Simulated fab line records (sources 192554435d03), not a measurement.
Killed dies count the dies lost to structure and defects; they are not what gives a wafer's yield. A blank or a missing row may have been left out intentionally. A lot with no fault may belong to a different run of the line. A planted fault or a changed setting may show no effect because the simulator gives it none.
Which tool did it?	flow n5Finfet	23 lots with 69 wafers sampled at 6 steps, on a route of 1938 steps

== WHAT THE GAUGES SHOWED, per wafer ==
N5_BEOL_M11_CD_MEAS_18: pitch 140 nm, target cd 70 nm. Usual: cdNm reads 69.9 nm (standard deviation 0.68).
lot	measured	on	cdNm (nm)	flag
L074	day 10 03:53	cdSem-02	68.0 70.2 69.0	
L075	day 10 08:55	cdSem-02	69.4 70.1 69.8	
L076	day 10 21:01	cdSem-02	70.4 70.3 70.0	
L077	day 10 20:29	cdSem-03	69.4 69.9 69.1	
L078	day 11 02:55	cdSem-01	70.0 69.8 69.5	
L079	day 11 09:13	cdSem-01	69.4 69.5 69.7	
L080	day 11 11:40	cdSem-02	69.6 70.3 70.1	
L082	day 12 02:11	cdSem-01	70.4 69.7 70.1	
L081	day 12 06:21	cdSem-03	69.5 70.8 69.0	
L084	day 12 17:41	cdSem-02	70.3 68.3 69.6	
L086	day 12 18:23	cdSem-03	70.1 69.2 68.9	
L085	day 13 09:52	cdSem-02	70.2 70.0 69.6	
L087	day 13 10:38	cdSem-02	71.0 70.1 69.9	
L089	day 13 16:13	cdSem-01	69.6 71.0 71.1	
L088	day 13 13:41	cdSem-03	70.8 69.4 69.3	
L090	day 14 09:01	cdSem-03	69.8 70.0 70.3	
L091	day 14 16:48	cdSem-02	70.4 69.8 70.3	
L092	day 14 20:51	cdSem-02	70.5 70.9 70.4	
L093	day 14 23:47	cdSem-03	68.8 69.9 70.2	
L094	day 15 07:34	cdSem-03	69.0 69.9 69.2	
L095	day 15 10:42	cdSem-02	70.5 70.5 70.5	
L097	day 15 21:35	cdSem-02	69.7 70.8 69.7	
L096	day 16 01:01	cdSem-02	69.8 69.5 70.0	

== WHAT TOOL EACH LOT RAN ON (gives the tool, then ch and the chambers of the sampled wafers, and finally the start) ==
lot	N5_BEOL_M9_CURE_72	N5_BEOL_M9_DEP_56	N5_BEOL_M10_STRIP_19	N5_BEOL_M11_DESCUM_16	N5_BEOL_M11_HM_OPEN_17
L074	uvCure-03 ch 1, day 9 16:07	pecvd-02 ch 0,2, day 9 18:41	rieDiel-02 ch 1,2,3, day 9 21:08	rieDiel-05 ch 0,1,3, day 10 03:25	rieMetal-03 ch 0,1, day 10 03:42
L075	uvCure-03 ch 2, day 9 19:31	pecvd-02 ch 0, day 9 22:24	rieDiel-01 ch 0,1,2, day 10 00:40	rieDiel-05 ch 0,1,3, day 10 08:23	rieMetal-01 ch 0,1, day 10 08:39
L076	uvCure-03 ch 2, day 10 04:41	pecvd-03 ch 0,1, day 10 08:26	rieDiel-04 ch 0,1,3, day 10 11:16	rieDiel-05 ch 0,3, day 10 20:32	rieMetal-01 ch 0,1, day 10 20:49
L077	uvCure-01 ch 0, day 10 06:53	pecvd-02 ch 1,2, day 10 08:50	rieDiel-04 ch 1,3, day 10 11:56	rieDiel-03 ch 0,3, day 10 20:02	rieMetal-02 ch 0,1, day 10 20:18
L078	uvCure-03 ch 1, day 10 13:22	pecvd-03 ch 0,1, day 10 15:16	rieDiel-01 ch 0,2, day 10 18:11	rieDiel-05 ch 2,3, day 11 02:28	rieMetal-03 ch 0,1, day 11 02:44
L079	uvCure-03 ch 0, day 10 19:49	pecvd-01 ch 0,1, day 10 22:59	rieDiel-01 ch 1,2,3, day 11 02:55	rieDiel-03 ch 0,1,3, day 11 08:46	rieMetal-03 ch 0,1, day 11 09:02
L080	uvCure-03 ch 1, day 10 22:11	pecvd-02 ch 1,2, day 11 00:10	rieDiel-04 ch 0,1,2, day 11 03:13	rieDiel-03 ch 0,3, day 11 10:55	rieMetal-02 ch 0,1, day 11 11:12
L082	uvCure-02 ch 0, day 11 12:49	pecvd-01 ch 0,1, day 11 15:22	rieDiel-02 ch 0,1,2, day 11 18:48	rieDiel-05 ch 1,2, day 12 01:33	rieMetal-01 ch 0,1, day 12 01:49
L081	uvCure-03 ch 1, day 11 17:39	pecvd-02 ch 0,1, day 11 20:40	rieDiel-04 ch 0,2,3, day 11 23:09	rieDiel-06 ch 0,1, day 12 05:54	rieMetal-02 ch 0,1, day 12 06:10
L084	uvCure-01 ch 0, day 12 03:22	pecvd-01 ch 0,1,2, day 12 05:48	rieDiel-01 ch 0,1,2, day 12 08:32	rieDiel-06 ch 1,2,3, day 12 17:14	rieMetal-01 ch 0,1, day 12 17:31
L086	uvCure-02 ch 0, day 12 07:36	pecvd-03 ch 0,2, day 12 09:49	rieDiel-02 ch 1,2, day 12 11:58	rieDiel-06 ch 0,1,2, day 12 17:54	rieMetal-02 ch 0,1, day 12 18:10
L085	uvCure-02 ch 0, day 12 19:17	pecvd-03 ch 0,1,2, day 12 21:38	rieDiel-01 ch 1,2,3, day 13 02:46	rieDiel-03 ch 0,2, day 13 09:25	rieMetal-03 ch 0,1, day 13 09:41
L087	uvCure-02 ch 0, day 12 20:32	pecvd-02 ch 0,1,2, day 12 22:41	rieDiel-01 ch 1,2,3, day 13 03:34	rieDiel-03 ch 0,1,2, day 13 10:10	rieMetal-03 ch 0,1, day 13 10:28
L089	uvCure-02 ch 2, day 13 02:01	pecvd-01 ch 1,2, day 13 05:08	rieDiel-02 ch 1,2,3, day 13 07:32	rieDiel-05 ch 0,1,2, day 13 15:40	rieMetal-01 ch 0,1, day 13 15:56
L088	uvCure-03 ch 0, day 13 02:05	pecvd-02 ch 0,1, day 13 05:21	rieDiel-01 ch 1,2,3, day 13 07:35	rieDiel-05 ch 2,3, day 13 13:14	rieMetal-03 ch 0,1, day 13 13:30
L090	uvCure-03 ch 0, day 13 20:23	pecvd-03 ch 0,2, day 13 22:28	rieDiel-02 ch 0,1,3, day 14 00:50	rieDiel-05 ch 1,2, day 14 08:22	rieMetal-03 ch 0,1, day 14 08:40
L091	uvCure-01 ch 2, day 14 03:34	pecvd-03 ch 0,1,2, day 14 05:39	rieDiel-04 ch 0,3, day 14 09:01	rieDiel-05 ch 0,1,3, day 14 16:21	rieMetal-01 ch 0,1, day 14 16:37
L092	uvCure-01 ch 2, day 14 05:49	pecvd-03 ch 0,1, day 14 08:34	rieDiel-02 ch 1,2,3, day 14 10:56	rieDiel-05 ch 1,2,3, day 14 20:24	rieMetal-02 ch 0,1, day 14 20:40
L093	uvCure-01 ch 1, day 14 06:43	pecvd-02 ch 1,2, day 14 09:11	rieDiel-02 ch 0,1,2, day 14 11:33	rieDiel-03 ch 0,1,3, day 14 23:18	rieMetal-01 ch 0,1, day 14 23:34
L094	uvCure-03 ch 1, day 14 18:52	pecvd-03 ch 0,1,2, day 14 20:54	rieDiel-02 ch 0,3, day 14 23:43	rieDiel-05 ch 0,2,3, day 15 07:06	rieMetal-01 ch 0,1, day 15 07:24
L095	uvCure-01 ch 2, day 14 22:27	pecvd-01 ch 1,2, day 15 00:53	rieDiel-02 ch 1,2, day 15 04:22	rieDiel-03 ch 1,2,3, day 15 10:15	rieMetal-03 ch 0, day 15 10:31
L097	uvCure-01 ch 0, day 15 06:44	pecvd-02 ch 1,2, day 15 09:35	rieDiel-04 ch 1,2,3, day 15 13:24	rieDiel-05 ch 0,1, day 15 21:00	rieMetal-03 ch 0,1, day 15 21:18
L096	uvCure-01 ch 2, day 15 09:13	pecvd-01 ch 0,1,2, day 15 13:04	rieDiel-02 ch 0,1,3, day 15 16:43	rieDiel-03 ch 0,2,3, day 16 00:29	rieMetal-03 ch 0,1, day 16 00:46
- N5_BEOL_M9_CURE_72: cures SiCOH lowk, time 120 s.
- N5_BEOL_M9_DEP_56: deposits SiCN from 3MS/NH3, target thk 15 nm, time 26.5 s.
- N5_BEOL_M10_STRIP_19: strips in O2.
- N5_BEOL_M11_DESCUM_16: chemistry O2, time 7.9 s.
- N5_BEOL_M11_HM_OPEN_17: chemistry Cl2/BCl3, target TiN, target depth 20 nm, overetch 6 nm.

== AS READ BY THE TOOLS THEMSELVES (means over the sampled wafers that have a number; for cases with no such wafer, the mark the record gives instead) ==
N5_BEOL_M9_CURE_72. Usual: lampPowerPct 52.31 %, standard deviation 0.052; wafer_temp_C_max 371.8, standard deviation 0.55.
lot	tool	lampPowerPct (%)	wafer_temp_C_max	flag
L074	uvCure-03	52.34	371.3	
L075	uvCure-03	52.36	371.5	
L076	uvCure-03	52.31	372.3	
L077	uvCure-01	52.32	372.0	
L078	uvCure-03	52.27	371.0	
L079	uvCure-03	52.32	371.5	
L080	uvCure-03	52.29	371.1	
L082	uvCure-02	52.30	372.0	
L081	uvCure-03	52.30	371.2	
L084	uvCure-01	52.25	372.4	
L086	uvCure-02	52.31	372.2	
L085	uvCure-02	52.30	371.9	
L087	uvCure-02	52.26	371.9	
L089	uvCure-02	52.31	372.2	
L088	uvCure-03	52.31	371.9	
L090	uvCure-03	52.35	371.9	
L091	uvCure-01	52.34	371.9	
L092	uvCure-01	52.37	371.9	
L093	uvCure-01	52.28	372.6	
L094	uvCure-03	52.31	371.2	
L095	uvCure-01	52.30	371.7	
L097	uvCure-01	52.31	372.9	
L096	uvCure-01	52.34	371.5	

N5_BEOL_M9_DEP_56. Usual: rfFwdPowerW 199.8 W, standard deviation 1.2; showerheadPlenumPTorr 3.661 Torr, standard deviation 0.015; throttleValvePct 8.9 %, standard deviation 0.44.
lot	tool	rfFwdPowerW (W)	showerheadPlenumPTorr (Torr)	throttleValvePct (%)	flag
L074	pecvd-02	200.8	3.655	8.4	
L075	pecvd-02	200.5	3.654	8.7	
L076	pecvd-03	199.4	3.678	9.5	
L077	pecvd-02	199.6	3.651	9.0	
L078	pecvd-03	199.7	3.686	8.9	
L079	pecvd-01	200.8	3.670	9.0	
L080	pecvd-02	199.8	3.650	8.5	
L082	pecvd-01	201.7	3.664	9.0	
L081	pecvd-02	198.6	3.651	9.0	
L084	pecvd-01	201.0	3.666	8.8	
L086	pecvd-03	198.5	3.655	9.0	
L085	pecvd-03	199.3	3.664	9.3	
L087	pecvd-02	199.7	3.650	8.8	
L089	pecvd-01	201.5	3.669	8.7	
L088	pecvd-02	200.4	3.654	9.0	
L090	pecvd-03	198.0	3.673	8.9	
L091	pecvd-03	198.6	3.666	9.1	
L092	pecvd-03	199.2	3.681	9.1	
L093	pecvd-02	200.0	3.651	8.8	
L094	pecvd-03	199.0	3.664	9.3	
L095	pecvd-01	200.7	3.670	8.8	
L097	pecvd-02	198.3	3.657	9.2	
L096	pecvd-01	201.2	3.660	8.8	

N5_BEOL_M10_STRIP_19. Usual: drypumpMotorCurrentA 5.9 A, standard deviation 0.37; oesProductAu 0.82 a.u., standard deviation 0.082; rfVppV 3.6 V, standard deviation 0.59; showerheadPlenumPTorr 2.10 Torr, standard deviation 0.041; throttleValvePct 16.69 %, standard deviation 0.3.
lot	tool	drypumpMotorCurrentA (A)	oesProductAu (a.u.)	rfVppV (V)	showerheadPlenumPTorr (Torr)	throttleValvePct (%)	flag
L074	rieDiel-02	6.0	0.79	3.4	2.13	16.64	
L075	rieDiel-01	6.0	0.86	4.2	2.09	16.67	
L076	rieDiel-04	5.9	0.80	3.8	2.07	16.64	
L077	rieDiel-04	5.7	0.73	3.5	2.04	16.94	
L078	rieDiel-01	6.3	0.84	3.4	2.09	16.61	
L079	rieDiel-01	6.0	0.87	2.9	2.13	16.65	
L080	rieDiel-04	6.0	0.89	3.4	2.11	16.49	
L082	rieDiel-02	6.1	0.79	3.5	2.12	16.75	
L081	rieDiel-04	5.5	0.92	3.6	2.11	16.51	
L084	rieDiel-01	6.1	0.83	3.5	2.09	16.72	
L086	rieDiel-02	6.1	0.79	4.2	2.12	16.59	
L085	rieDiel-01	5.9	0.86	3.4	2.12	16.68	
L087	rieDiel-01	5.9	0.85	2.8	2.12	16.69	
L089	rieDiel-02	5.9	0.86	3.5	2.13	16.55	
L088	rieDiel-01	6.0	0.83	3.9	2.12	16.69	
L090	rieDiel-02	5.9	0.82	3.4	2.11	16.72	
L091	rieDiel-04	5.7	0.85	3.1	2.09	16.40	
L092	rieDiel-02	6.0	0.83	4.0	2.12	16.58	
L093	rieDiel-02	6.1	0.76	3.8	2.11	16.79	
L094	rieDiel-02	5.8	0.79	3.8	2.10	16.78	
L095	rieDiel-02	6.2	0.79	4.3	2.12	16.73	
L097	rieDiel-04	5.7	0.85	4.0	2.07	16.73	
L096	rieDiel-02	5.9	0.81	4.0	2.11	16.74	

N5_BEOL_M11_DESCUM_16. Usual: drypumpMotorCurrentA 5.75 A, standard deviation 0.3; oesProductAu 0.75 a.u., standard deviation 0.072; rfFwdPowerW 49.43 W, standard deviation 0.23; rfVppV 243.2 V, standard deviation 1.5; showerheadPlenumPTorr 2.09 Torr, standard deviation 0.077; throttleValvePct 20.49 %, standard deviation 0.23.
lot	tool	drypumpMotorCurrentA (A)	oesProductAu (a.u.)	rfFwdPowerW (W)	rfVppV (V)	showerheadPlenumPTorr (Torr)	throttleValvePct (%)	flag
L074	rieDiel-05	5.91	0.79	49.40	244.0	2.10	20.41	
L075	rieDiel-05	5.90	0.79	49.52	243.4	2.10	20.41	
L076	rieDiel-05	5.93	0.78	49.43	242.3	2.08	20.65	
L077	rieDiel-03	5.30	0.72	49.57	243.6	2.06	20.48	
L078	rieDiel-05	5.95	0.86	49.57	243.8	2.18	20.42	
L079	rieDiel-03	5.62	0.70	49.42	242.5	2.03	20.55	
L080	rieDiel-03	5.29	0.72	49.54	243.0	2.06	20.50	
L082	rieDiel-05	5.63	0.79	49.41	245.2	2.09	20.17	
L081	rieDiel-06	5.88	0.71	49.39	243.7	2.15	20.68	
L084	rieDiel-06	5.75	0.75	49.13	244.7	2.13	20.64	
L086	rieDiel-06	5.75	0.70	49.06	243.7	2.11	20.64	
L085	rieDiel-03	5.43	0.74	49.66	243.3	2.11	20.49	
L087	rieDiel-03	5.72	0.74	49.55	243.9	2.09	20.55	
L089	rieDiel-05	5.73	0.75	49.35	242.2	2.06	20.36	
L088	rieDiel-05	5.94	0.84	49.69	245.2	2.18	20.45	
L090	rieDiel-05	5.66	0.74	49.37	243.0	2.07	20.12	
L091	rieDiel-05	5.88	0.75	49.42	242.3	2.09	20.46	
L092	rieDiel-05	5.80	0.78	49.38	244.8	2.12	20.30	
L093	rieDiel-03	5.62	0.68	49.36	243.1	2.02	20.60	
L094	rieDiel-05	5.86	0.79	49.48	243.3	2.10	20.53	
L095	rieDiel-03	5.67	0.74	49.43	243.2	2.09	20.55	
L097	rieDiel-05	5.77	0.70	49.28	243.5	2.03	20.30	
L096	rieDiel-03	5.39	0.83	49.67	244.5	2.11	20.33	

N5_BEOL_M11_HM_OPEN_17. Usual: drypumpMotorCurrentA 5.50 A, standard deviation 0.23; heBacksideLeakSccm 3.42 sccm, standard deviation 0.29; mfcCl2Sccm 53.28 sccm, standard deviation 0.15; oesProductAu 0.67 a.u., standard deviation 0.064; rfFwdPowerW 995 W, standard deviation 3.5; throttleValvePct 22.34 %, standard deviation 0.23.
lot	tool	drypumpMotorCurrentA (A)	heBacksideLeakSccm (sccm)	mfcCl2Sccm (sccm)	oesProductAu (a.u.)	rfFwdPowerW (W)	throttleValvePct (%)	flag
L074	rieMetal-03	5.60	3.42	53.39	0.71	991	22.30	
L075	rieMetal-01	5.36	3.44	53.21	0.67	997	22.14	
L076	rieMetal-01	5.38	3.34	53.35	0.66	995	22.14	
L077	rieMetal-02	5.26	3.45	53.39	0.72	992	22.44	
L078	rieMetal-03	5.59	3.42	53.26	0.69	997	22.32	
L079	rieMetal-03	5.58	4.21	53.32	0.70	997	22.28	
L080	rieMetal-02	5.43	3.39	53.30	0.68	993	22.41	
L082	rieMetal-01	5.39	3.27	53.31	0.65	993	22.16	
L081	rieMetal-02	5.43	3.27	53.29	0.67	995	22.41	
L084	rieMetal-01	5.42	3.44	53.33	0.60	995	22.39	
L086	rieMetal-02	5.25	3.56	53.21	0.70	996	22.47	
L085	rieMetal-03	5.70	3.58	53.33	0.70	995	22.37	
L087	rieMetal-03	5.58	3.44	53.34	0.69	991	22.30	
L089	rieMetal-01	5.37	3.25	53.11	0.65	997	22.13	
L088	rieMetal-03	5.59	3.43	53.25	0.68	993	22.31	
L090	rieMetal-03	5.72	3.48	53.23	0.71	996	22.36	
L091	rieMetal-01	5.42	3.28	53.50	0.60	997	22.41	
L092	rieMetal-02	5.24	3.40	53.46	0.69	992	22.48	
L093	rieMetal-01	5.36	3.22	53.24	0.63	997	22.17	
L094	rieMetal-01	5.36	3.20	53.29	0.63	998	22.16	
L095	rieMetal-03	5.45	3.27	53.29	0.65	990	22.26	
L097	rieMetal-03	5.71	3.49	53.38	0.69	996	22.38	
L096	rieMetal-03	5.71	3.52	53.24	0.70	993	22.36	

== THE ANSWER, worked out from the rows above alone ==
Rule: lot off if the mean of its wafers having a number is beyond 3 standard deviations from the usual mean. Also off: a lot with no number at a reading for which 4 or more lots have one. Where the step has rows for the other lots, those lots are counted as sound. Order of review: gauges by route order, followed by the tools' own readings, for which a lot's mean as printed above is used. At the first step where some lot is off, the reading lying furthest off is the one used; lots without a number count as furthest.
No lot is off at any reading shown: from this, nothing can be told.

== WHAT HAD BEEN PUT IN BY THE SIMULATOR ==
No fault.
